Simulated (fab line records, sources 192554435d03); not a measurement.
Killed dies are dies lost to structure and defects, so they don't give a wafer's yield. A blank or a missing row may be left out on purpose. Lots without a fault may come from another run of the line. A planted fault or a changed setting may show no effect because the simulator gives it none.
Split-lot experiment | flow n5_finfet | 7 lots, 21 wafers read, on a route of 1938 steps

THE SPLIT
At N5_BEOL_M5_COAT_71 (time 60 s, resist thk 5 nm), the setting spin_rpm was moved away from the recipe's 1500 rpm on 9 of the 21 wafers read, by -10.1% to +5.9%. The other wafers ran this setting at the recipe's value.

FROM THE SPLIT TO THE READING: what the file shows between them, 3 steps
- N5_BEOL_M5_COAT_05: resist thk 30 nm
- N5_BEOL_M5_EBR_07
- N5_BEOL_M5_DESCUM_16: chemistry O2, time 7 s

THE READING
etch.depth_nm (the simulator's own value, which no gauge read), in nm, at N5_BEOL_M5_ETCH_72 (etches underlayer in N2/H2, target depth 6.5 nm, time 5.2 s). The file gives no usual value for it. The 12 wafers here that ran the recipe average 5.006 nm, standard deviation 0.015 nm.

wafer  | tool, chamber at the split | spin_rpm as run, rpm | against the recipe | etch.depth_nm, nm | against lot-mates on the recipe
L074.1 | litho_track-02, 0          | 1500                 | recipe             | 4.992             | -
L074.5 | litho_track-02, 0          | 1500                 | recipe             | 5.014             | -
L074.6 | litho_track-02, 0          | 1500                 | recipe             | 4.997             | -
L075.3 | litho_track-02, 0          | 1500                 | recipe             | 5.014             | -
L075.4 | litho_track-02, 0          | 1500                 | recipe             | 4.983             | -
L075.5 | litho_track-02, 0          | 1443                 | -3.8%              | 5.113             | +0.115
L080.1 | litho_track-02, 0          | 1348                 | -10.1%             | 5.276             | +0.267
L080.2 | litho_track-02, 0          | 1500                 | recipe             | 5.009             | -
L080.3 | litho_track-02, 0          | 1348                 | -10.1%             | 5.286             | +0.277
L084.2 | litho_track-02, 0          | 1500                 | recipe             | 5.034             | -
L084.3 | litho_track-02, 0          | 1500                 | recipe             | 5.006             | -
L084.5 | litho_track-02, 0          | 1500                 | recipe             | 5.001             | -
L089.2 | litho_track-05, 0          | 1555                 | +3.7%              | 4.914             | -0.071
L089.5 | litho_track-05, 0          | 1555                 | +3.7%              | 4.915             | -0.070
L089.6 | litho_track-05, 0          | 1500                 | recipe             | 4.985             | -
L091.4 | litho_track-02, 0          | 1500                 | recipe             | 5.009             | -
L091.5 | litho_track-02, 0          | 1589                 | +5.9%              | 4.865             | -0.144
L091.6 | litho_track-02, 0          | 1589                 | +5.9%              | 4.86              | -0.149
L095.3 | litho_track-04, 0          | 1414                 | -5.7%              | 5.159             | +0.135
L095.4 | litho_track-04, 0          | 1500                 | recipe             | 5.024             | -
L095.5 | litho_track-04, 0          | 1414                 | -5.7%              | 5.157             | +0.133

THE FIT
A straight line over all 21 wafers: etch.depth_nm changes by -0.0263 nm for each +1% of spin_rpm; r = -0.99; the points scatter about the line by 0.013 nm.
The same after taking each lot's own level away (the mean of its wafers on the recipe; 21 wafers): -0.0253 nm for each +1%; r = -0.99; scatter 0.013 nm.
On that fit, the largest move of spin_rpm shifts the reading by 0.26 nm.
The lots' own levels span 4.9850 to 5.0240 nm, that is 2.7 times the standard deviation above.
So the lot-to-lot level changes the slope little: the two slopes agree.
Check: with one of the wafers moved furthest among these (-10.1%) left out of the fit, the line predicts +0.257 nm for it against its lot-mates. It came out at +0.267 nm against them.

THE FILE'S OWN FIT
etch.depth_nm changes by -0.0256 nm for each +1% of spin_rpm, r = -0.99.
